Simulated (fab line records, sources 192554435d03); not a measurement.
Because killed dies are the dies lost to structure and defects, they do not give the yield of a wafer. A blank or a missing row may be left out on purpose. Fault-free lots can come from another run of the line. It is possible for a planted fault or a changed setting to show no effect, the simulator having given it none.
Which tool was responsible? | flow n5 finfet | 24 lots, 72 wafers sampled, at 4 steps of a route of 1938

== WHAT EACH GAUGE READ, for each wafer ==
N5_BEOL_M8_RS_MEAS_57: measurement is done with a four-point probe.
lot  | measured     | on            | M8_RS (ohm/sq)
L074 | day 9 20:10  | film metro-02 | 0.281 0.272 0.282
L075 | day 9 21:06  | film metro-01 | 0.284 0.268 0.271
L077 | day 10 05:24 | film metro-02 | 0.273 0.277 0.281
L078 | day 10 08:47 | film metro-02 | 0.257 0.269 0.281
L079 | day 10 10:32 | film metro-01 | 0.288 0.299 0.296
L076 | day 10 16:22 | film metro-01 | 0.275 0.284 0.273
L081 | day 10 21:07 | film metro-02 | 0.275 0.274 0.278
L080 | day 11 00:43 | film metro-01 | 0.281 0.286 0.289
L082 | day 11 11:14 | film metro-02 | 0.270 0.282 0.271
L083 | day 11 16:07 | film metro-02 | 0.277 0.281 0.274
L084 | day 11 23:46 | film metro-01 | 0.275 0.279 0.277
L085 | day 12 08:11 | film metro-02 | 0.295 0.290 0.293
L087 | day 12 12:33 | film metro-01 | 0.278 0.276 0.276
L088 | day 12 20:44 | film metro-02 | 0.280 0.288 0.280
L086 | day 12 22:49 | film metro-01 | 0.272 0.272 0.275
L089 | day 13 02:38 | film metro-01 | 0.286 0.273 0.277
L090 | day 13 11:19 | film metro-02 | 0.283 0.289 0.279
L091 | day 13 12:31 | film metro-02 | 0.288 0.289 0.292
L093 | day 14 02:42 | film metro-02 | 0.290 0.275 0.279
L092 | day 14 06:48 | film metro-02 | 0.270 0.280 0.280
L094 | day 14 16:28 | film metro-01 | 0.285 0.289 0.291
L095 | day 14 18:31 | film metro-02 | 0.284 0.290 0.292
L096 | day 14 19:58 | film metro-01 | 0.283 0.280 0.284
L097 | day 15 01:44 | film metro-02 | 0.290 0.280 0.283

N5_BEOL_M8_INSPECT_58: inspects for defects (darkfield).
lot  | measured     | on                | raw defect count
L074 | day 9 20:11  | defect inspect-01 | 47 60 55
L075 | day 9 21:08  | defect inspect-02 | 165 108 114
L077 | day 10 05:26 | defect inspect-01 | 76 54 84
L078 | day 10 08:48 | defect inspect-02 | 77 41 93
L079 | day 10 10:34 | defect inspect-01 | 79 89 96
L076 | day 10 16:24 | defect inspect-01 | 54 56 42
L081 | day 10 21:09 | defect inspect-02 | 97 81 101
L080 | day 11 00:45 | defect inspect-01 | 80 63 91
L082 | day 11 11:16 | defect inspect-01 | 71 60 51
L083 | day 11 16:08 | defect inspect-01 | 81 90 61
L084 | day 11 23:47 | defect inspect-01 | 66 46 44
L085 | day 12 08:12 | defect inspect-02 | 90 105 76
L087 | day 12 12:35 | defect inspect-02 | 72 63 65
L088 | day 12 20:46 | defect inspect-01 | 64 55 71
L086 | day 12 22:50 | defect inspect-02 | 103 83 88
L089 | day 13 02:40 | defect inspect-01 | 69 58 55
L090 | day 13 11:20 | defect inspect-01 | 35 58 49
L091 | day 13 12:32 | defect inspect-01 | 60 67 33
L093 | day 14 02:44 | defect inspect-02 | 72 49 85
L092 | day 14 06:50 | defect inspect-02 | 101 87 96
L094 | day 14 16:30 | defect inspect-02 | 114 160 99
L095 | day 14 18:32 | defect inspect-02 | 70 70 102
L096 | day 14 19:59 | defect inspect-01 | 103 65 73
L097 | day 15 01:46 | defect inspect-02 | 87 52 63

N5_BEOL_M9_CD_MEAS_11 targets a cd of 64.1 nm.
lot  | measured     | on        | cd nm (nm)
L074 | day 9 23:20  | cd sem-02 | 63.4 64.7 62.6
L075 | day 9 23:31  | cd sem-01 | 63.8 64.2 63.7
L077 | day 10 08:35 | cd sem-01 | 63.2 64.0 63.4
L078 | day 10 10:50 | cd sem-01 | 62.7 63.3 64.9
L079 | day 10 13:20 | cd sem-03 | 64.8 63.1 63.4
L076 | day 10 19:26 | cd sem-03 | 63.4 63.5 63.7
L081 | day 10 23:05 | cd sem-03 | 63.5 62.6 63.7
L080 | day 11 02:20 | cd sem-01 | 64.2 63.9 64.9
L082 | day 11 13:26 | cd sem-02 | 63.7 63.6 62.5
L083 | day 11 17:52 | cd sem-02 | 63.5 64.1 62.8
L084 | day 12 03:10 | cd sem-02 | 62.2 63.1 62.8
L085 | day 12 12:12 | cd sem-03 | 63.4 62.5 63.9
L087 | day 12 14:28 | cd sem-02 | 64.4 63.6 64.2
L088 | day 12 22:59 | cd sem-02 | 64.6 64.0 64.0
L086 | day 13 00:56 | cd sem-03 | 64.7 64.3 64.5
L089 | day 13 06:32 | cd sem-02 | 63.9 63.3 63.8
L090 | day 13 16:55 | cd sem-01 | 65.4 64.8 65.2
L091 | day 13 17:07 | cd sem-02 | 63.6 64.4 63.9
L093 | day 14 05:01 | cd sem-01 | 63.5 63.7 63.9
L092 | day 14 11:35 | cd sem-03 | 64.6 63.8 64.9
L094 | day 14 19:31 | cd sem-03 | 64.1 65.0 64.4
L095 | day 14 19:52 | cd sem-01 | 64.1 63.7 63.8
L096 | day 14 22:36 | cd sem-01 | 63.7 64.3 64.6
L097 | day 15 04:27 | cd sem-03 | 63.5 63.8 62.7

== WHICH TOOL RAN EACH LOT (tool, then ch and the chambers of the sampled wafers, then the start) ==
lot  | N5_BEOL_M9_CURE_71
L074 | uv cure-03 ch 2, day 9 20:23
L075 | uv cure-01 ch 0, day 9 21:16
L077 | uv cure-03 ch 0, day 10 06:13
L078 | uv cure-02 ch 2, day 10 09:07
L079 | uv cure-03 ch 0, day 10 10:58
L076 | uv cure-02 ch 2, day 10 17:28
L081 | uv cure-02 ch 1, day 10 21:20
L080 | uv cure-03 ch 0, day 11 00:56
L082 | uv cure-02 ch 2, day 11 11:23
L083 | uv cure-01 ch 0, day 11 16:16
L084 | uv cure-02 ch 0, day 11 23:54
L085 | uv cure-02 ch 1, day 12 08:34
L087 | uv cure-01 ch 1, day 12 12:51
L088 | uv cure-03 ch 2, day 12 20:53
L086 | uv cure-03 ch 0, day 12 22:58
L089 | uv cure-01 ch 2, day 13 02:47
L090 | uv cure-02 ch 1, day 13 11:58
L091 | uv cure-02 ch 1, day 13 12:40
L093 | uv cure-03 ch 1, day 14 02:50
L092 | uv cure-02 ch 2, day 14 07:11
L094 | uv cure-02 ch 1, day 14 16:37
L095 | uv cure-03 ch 0, day 14 18:44
L096 | uv cure-02 ch 2, day 14 20:06
L097 | uv cure-02 ch 0, day 15 01:58
- N5_BEOL_M9_CURE_71: cures SiCOH lowk, time 240 s.

== WHAT THE TOOLS THEMSELVES READ (means of the sampled wafers that have a number; where no wafer has one, the mark that the record gives instead) ==
N5_BEOL_M9_CURE_71.
lot  | tool       | lamp power pct (%) | wafer_temp_C_max
L074 | uv cure-03 | 52.31              | 387.7
L075 | uv cure-01 | 52.32              | 386.9
L077 | uv cure-03 | 52.34              | 386.0
L078 | uv cure-02 | 52.26              | 387.5
L079 | uv cure-03 | 52.32              | 386.1
L076 | uv cure-02 | 52.34              | 387.7
L081 | uv cure-02 | 52.33              | 386.4
L080 | uv cure-03 | 52.30              | 386.0
L082 | uv cure-02 | 52.31              | 387.4
L083 | uv cure-01 | 52.32              | 387.2
L084 | uv cure-02 | 52.28              | 386.8
L085 | uv cure-02 | 52.33              | 386.8
L087 | uv cure-01 | 52.33              | 386.0
L088 | uv cure-03 | 52.32              | 387.3
L086 | uv cure-03 | 52.31              | 386.1
L089 | uv cure-01 | 52.26              | 386.5
L090 | uv cure-02 | 52.31              | 386.9
L091 | uv cure-02 | 52.31              | 386.7
L093 | uv cure-03 | 52.29              | 387.2
L092 | uv cure-02 | 52.32              | 387.4
L094 | uv cure-02 | 52.32              | 386.6
L095 | uv cure-03 | 52.32              | 386.4
L096 | uv cure-02 | 52.26              | 387.7
L097 | uv cure-02 | 52.33              | 387.0

== THE ANSWER, worked out from the rows above alone ==
Rule: what is usual is taken from the lots themselves. The widest of any qualifying gaps counts: lots, ordered by their means at a reading, are off when they make up no more than a third of the lots, leave a main group of 4 or more, and stand apart from it by 3 or more times the standard deviation of that group's means. A main group whose means are all the same, to the digits that the tables above print for the reading, isn't used. Also off: a lot with no number at a reading for which 4 or more lots have one. Where the step has rows for the other lots, those lots are counted as sound. First the gauges in route order, then the tools' own readings, where a lot's mean is used as printed above. The first step at which some lot is off is used, and at that step the reading that is off furthest; a lot without a number counts as furthest.
Across all readings shown, no lot is off: no conclusion can be drawn from this.

== WHAT THE SIMULATOR PUT IN ==
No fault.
